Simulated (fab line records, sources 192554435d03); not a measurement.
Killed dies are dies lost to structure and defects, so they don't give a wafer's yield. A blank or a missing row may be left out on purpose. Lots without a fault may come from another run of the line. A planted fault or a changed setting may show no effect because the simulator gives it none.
Which tool did it? | flow n5_finfet | 10 lots, 30 wafers sampled, at 6 steps of a route of 1938

WHAT THE GAUGES READ, wafer by wafer
N5_BEOL_M0_SAQP_THK_MEAS_05. Usual: thk_nm 60.0 nm, standard deviation 0.92.
lot  | measured     | on            | thk_nm (nm)    | flag
L197 | day 5 17:48  | film_metro-02 | 60.1 59.8 61.1 |
L198 | day 6 02:11  | film_metro-01 | 58.8 59.3 60.4 |
L199 | day 6 04:50  | film_metro-02 | 58.3 60.2 59.1 |
L202 | day 7 00:16  | film_metro-02 | 60.6 62.1 62.0 |
L206 | day 8 01:00  | film_metro-01 | 59.2 59.9 59.1 |
L209 | day 8 21:42  | film_metro-02 | 60.0 60.0 59.8 |
L213 | day 9 17:07  | film_metro-01 | 59.9 59.7 61.5 |
L216 | day 10 12:20 | film_metro-01 | 59.9 58.8 59.1 |
L218 | day 11 00:22 | film_metro-02 | 59.4 59.1 60.2 |
L219 | day 11 03:58 | film_metro-02 | 59.9 61.2 60.5 |

N5_BEOL_M0_SAQP_CD_MEAS_14: target cd 42.5 nm. Usual: cd_nm 42.4 nm, standard deviation 0.37.
lot  | measured     | on        | cd_nm (nm)     | flag
L197 | day 5 18:10  | cd_sem-02 | 42.3 42.3 41.9 |
L198 | day 6 02:41  | cd_sem-03 | 43.0 42.7 42.7 |
L199 | day 6 05:11  | cd_sem-01 | 42.3 42.5 42.5 |
L202 | day 7 00:37  | cd_sem-03 | 43.1 43.0 43.4 |
L206 | day 8 01:29  | cd_sem-01 | 42.5 42.3 42.1 |
L209 | day 8 22:11  | cd_sem-02 | 52.4 52.8 42.2 | OFF
L213 | day 9 17:29  | cd_sem-02 | 42.4 41.9 42.7 |
L216 | day 10 12:43 | cd_sem-03 | 43.2 42.1 41.9 |
L218 | day 11 00:52 | cd_sem-03 | 42.7 42.5 42.5 |
L219 | day 11 04:28 | cd_sem-02 | 41.8 42.0 41.8 |

N5_BEOL_M4_RC_MEAS_101. Usual: DIBL_N 36.5 mV/V, standard deviation 1.9; DIBL_P 36.4 mV/V, standard deviation 2.4; IOFF_N 0.16 nA/um, standard deviation 0.037; IOFF_P 0.22 nA/um, standard deviation 0.045; ION_N 674 uA/um, standard deviation 13; ION_P 463 uA/um, standard deviation 8.2; SS_N 71.7 mV/dec, standard deviation 0.67; SS_P 73.3 mV/dec, standard deviation 0.74; VT_N 250 mV, standard deviation 3.8; VT_P -249 mV, standard deviation 3.7.
lot  | measured     | on        | DIBL_N (mV/V)  | DIBL_P (mV/V)  | IOFF_N (nA/um) | IOFF_P (nA/um) | ION_N (uA/um) | ION_P (uA/um) | SS_N (mV/dec)  | SS_P (mV/dec)  | VT_N (mV)   | VT_P (mV)      | flag
L197 | day 7 18:32  | prober-01 | 38.0 36.1 38.0 | 38.6 35.4 37.1 | 0.19 0.15 0.19 | 0.29 0.22 0.26 | 680 681 684   | 475 471 471   | 72.0 72.3 72.6 | 73.4 72.8 74.0 | 249 254 245 | -245 -250 -244 |
L198 | day 8 04:16  | prober-01 | 38.9 36.1 37.6 | 40.1 35.9 37.2 | 0.18 0.13 0.15 | 0.24 0.18 0.19 | 665 677 659   | 457 463 450   | 72.3 71.7 72.2 | 73.4 72.8 73.3 | 251 255 253 | -250 -254 -257 |
L199 | day 8 07:35  | prober-02 | 35.0 34.2 34.2 | 34.5 32.3 33.6 | 0.15 0.12 0.13 | 0.22 0.19 0.21 | 677 669 676   | 466 467 472   | 71.3 70.5 71.5 | 73.6 73.2 73.4 | 253 252 253 | -246 -250 -251 |
L202 | day 8 23:19  | prober-02 | 38.2 34.8 37.0 | 38.5 33.7 35.8 | 0.17 0.12 0.15 | 0.24 0.17 0.19 | 664 644 656   | 457 450 455   | 71.6 70.8 71.7 | 73.4 71.8 72.7 | 251 254 252 | -250 -252 -252 |
L206 | day 10 06:08 | prober-01 | 37.4 36.1 36.8 | 37.3 36.7 38.1 | 0.19 0.18 0.20 | 0.25 0.25 0.27 | 680 692 699   | 463 476 479   | 72.8 71.9 72.3 | 72.6 73.5 73.3 | 244 245 244 | -246 -245 -246 |
L209 | day 11 01:16 | prober-02 | 36.7           | 36.9           | 0.16           | 0.25           | 666           | 462           | 71.5           | 73.6           | 251         | -244           |
L213 | day 11 18:07 | prober-02 | 34.2 36.0 34.2 | 33.3 35.8 33.6 | 0.12 0.14 0.13 | 0.17 0.21 0.18 | 654 653 656   | 463 452 459   | 71.5 71.7 71.1 | 71.9 72.5 72.4 | 256 251 252 | -252 -251 -252 |
L216 | day 12 20:58 | prober-02 | 36.4 36.0 37.7 | 37.3 36.4 38.1 | 0.17 0.17 0.20 | 0.26 0.23 0.27 | 677 677 676   | 469 465 464   | 71.8 72.1 72.2 | 73.0 73.4 74.2 | 247 248 246 | -245 -248 -246 |
L218 | day 13 10:30 | prober-01 | 37.3 36.1 36.4 | 37.4 36.5 36.4 | 0.18 0.16 0.15 | 0.21 0.20 0.19 | 683 677 665   | 462 461 453   | 72.5 71.8 72.2 | 73.4 72.6 73.0 | 248 249 254 | -251 -253 -253 |
L219 | day 13 13:59 | prober-02 | 35.2 37.6 34.8 | 34.4 35.5 33.1 | 0.12 0.16 0.11 | 0.17 0.18 0.15 | 658 667 645   | 450 453 440   | 70.9 71.8 71.3 | 72.6 72.7 73.1 | 254 250 257 | -253 -253 -256 |

WHICH TOOL RAN EACH LOT (tool, then ch and the chambers of the sampled wafers, then the start)
lot  | N5_BEOL_M0_SAQP_ILD_DEP_01      | N5_BEOL_M0_SAQP_PECVD_04        | N5_BEOL_M0_SAQP_PEB_12
L197 | pecvd-02 ch 0,1,2, day 5 17:01  | pecvd-02 ch 0,1,2, day 5 17:42  | litho_track-04 ch 0, day 5 18:05
L198 | pecvd-02 ch 0,2, day 5 23:18    | pecvd-02 ch 0,2, day 6 02:04    | litho_track-04 ch 0, day 6 02:37
L199 | pecvd-02 ch 0,2, day 6 03:56    | pecvd-04 ch 0,1,2, day 6 04:44  | litho_track-04 ch 0, day 6 05:08
L202 | pecvd-04 ch 1,2, day 6 22:48    | pecvd-02 ch 1,2, day 7 00:08    | litho_track-02 ch 0, day 7 00:33
L206 | pecvd-04 ch 0, day 7 23:08      | pecvd-04 ch 0,2, day 8 00:52    | litho_track-04 ch 0, day 8 01:25
L209 | pecvd-03 ch 0,1,2, day 8 19:47  | pecvd-02 ch 0,2, day 8 21:34    | litho_track-04 ch 0, day 8 22:07
L213 | pecvd-03 ch 1,2, day 9 15:47    | pecvd-04 ch 0,2, day 9 17:01    | litho_track-02 ch 0, day 9 17:25
L216 | pecvd-02 ch 0,1, day 10 10:59   | pecvd-04 ch 0,1,2, day 10 12:15 | litho_track-02 ch 0, day 10 12:40
L218 | pecvd-02 ch 0,1,2, day 10 22:24 | pecvd-04 ch 0,1,2, day 11 00:16 | litho_track-02 ch 0, day 11 00:47
L219 | pecvd-03 ch 0,1,2, day 11 02:53 | pecvd-03 ch 1,2, day 11 03:53   | litho_track-01 ch 0, day 11 04:23
- N5_BEOL_M0_SAQP_ILD_DEP_01: deposits SiOC from DEMS/O2, target thk 45.419 nm, time 8.7 s.
- N5_BEOL_M0_SAQP_PECVD_04: deposits a-Si from SiH4/He, target thk 60 nm, time 60.2 s.
- N5_BEOL_M0_SAQP_PEB_12: peb time 60 s.

WHAT THE TOOLS THEMSELVES READ (means of the sampled wafers that have a number; where no wafer has one, the mark that the record gives instead)
N5_BEOL_M0_SAQP_ILD_DEP_01. Usual: heater_power_w 501 W, standard deviation 60; showerhead_plenum_p_Torr 5.695 Torr, standard deviation 0.019; throttle_valve_pct 12.1 %, standard deviation 1.1.
lot  | tool     | heater_power_w (W) | showerhead_plenum_p_Torr (Torr) | throttle_valve_pct (%) | flag
L197 | pecvd-02 | 461                | 5.704                           | 11.9                   |
L198 | pecvd-02 | 458                | 5.704                           | 11.7                   |
L199 | pecvd-02 | 493                | 5.708                           | 11.9                   |
L202 | pecvd-04 | 557                | 5.700                           | 13.4                   |
L206 | pecvd-04 | 532                | 5.733                           | 12.9                   |
L209 | pecvd-03 | 518                | 5.680                           | 11.6                   |
L213 | pecvd-03 | 503                | 5.673                           | 11.9                   |
L216 | pecvd-02 | 497                | 5.692                           | 11.9                   |
L218 | pecvd-02 | 494                | 5.701                           | 11.7                   |
L219 | pecvd-03 | 470                | 5.681                           | 11.7                   |

N5_BEOL_M0_SAQP_PECVD_04. Usual: heater_power_w 644 W, standard deviation 59; showerhead_plenum_p_Torr 5.68 Torr, standard deviation 0.062; throttle_valve_pct 18.5 %, standard deviation 1.7.
lot  | tool     | heater_power_w (W) | showerhead_plenum_p_Torr (Torr) | throttle_valve_pct (%) | flag
L197 | pecvd-02 | 572                | 5.68                            | 18.2                   |
L198 | pecvd-02 | 629                | 5.72                            | 17.7                   |
L199 | pecvd-04 | 674                | 5.71                            | 19.4                   |
L202 | pecvd-02 | 601                | 5.74                            | 18.2                   |
L206 | pecvd-04 | 754                | 5.69                            | 17.4                   |
L209 | pecvd-02 | 660                | 5.72                            | 17.6                   |
L213 | pecvd-04 | 733                | 5.70                            | 17.4                   |
L216 | pecvd-04 | 698                | 5.72                            | 19.4                   |
L218 | pecvd-04 | 649                | 5.71                            | 19.6                   |
L219 | pecvd-03 | 690                | 5.61                            | 18.3                   |

N5_BEOL_M0_SAQP_PEB_12. Usual: exhaust_pa 45.0 Pa, standard deviation 0.86.
lot  | tool           | exhaust_pa (Pa) | flag
L197 | litho_track-04 | 44.5            |
L198 | litho_track-04 | 45.0            |
L199 | litho_track-04 | 45.7            |
L202 | litho_track-02 | 45.3            |
L206 | litho_track-04 | 44.2            |
L209 | litho_track-04 | 46.1            |
L213 | litho_track-02 | 44.1            |
L216 | litho_track-02 | 44.8            |
L218 | litho_track-02 | 44.6            |
L219 | litho_track-01 | 45.0            |

THE ANSWER, worked out from the rows above alone
Rule: a lot is off if the mean of its wafers that have a number lies more than 3 standard deviations from the usual mean. A lot without any number at a reading at which 4 lots or more have one is off too. The other lots that the step has rows for count as sound. The gauges are gone through in route order, then the tools' own readings, and for those a lot's mean is taken as printed above. The first step at which some lot is off is used, and at that step the reading that is off furthest; a lot without a number counts as furthest.
Off: L209, at N5_BEOL_M0_SAQP_CD_MEAS_14 (cd_nm).
A tool fits if, at a process step before that reading, it ran every lot that is off, and no sound lot after the first of them. The gauges at N5_BEOL_M0_SAQP_CD_MEAS_14 are tried like those tools. Can't be told from this: 2 tools fit, pecvd-02 at N5_BEOL_M0_SAQP_PECVD_04, litho_track-04 at N5_BEOL_M0_SAQP_PEB_12.

WHAT THE SIMULATOR HAD PUT IN
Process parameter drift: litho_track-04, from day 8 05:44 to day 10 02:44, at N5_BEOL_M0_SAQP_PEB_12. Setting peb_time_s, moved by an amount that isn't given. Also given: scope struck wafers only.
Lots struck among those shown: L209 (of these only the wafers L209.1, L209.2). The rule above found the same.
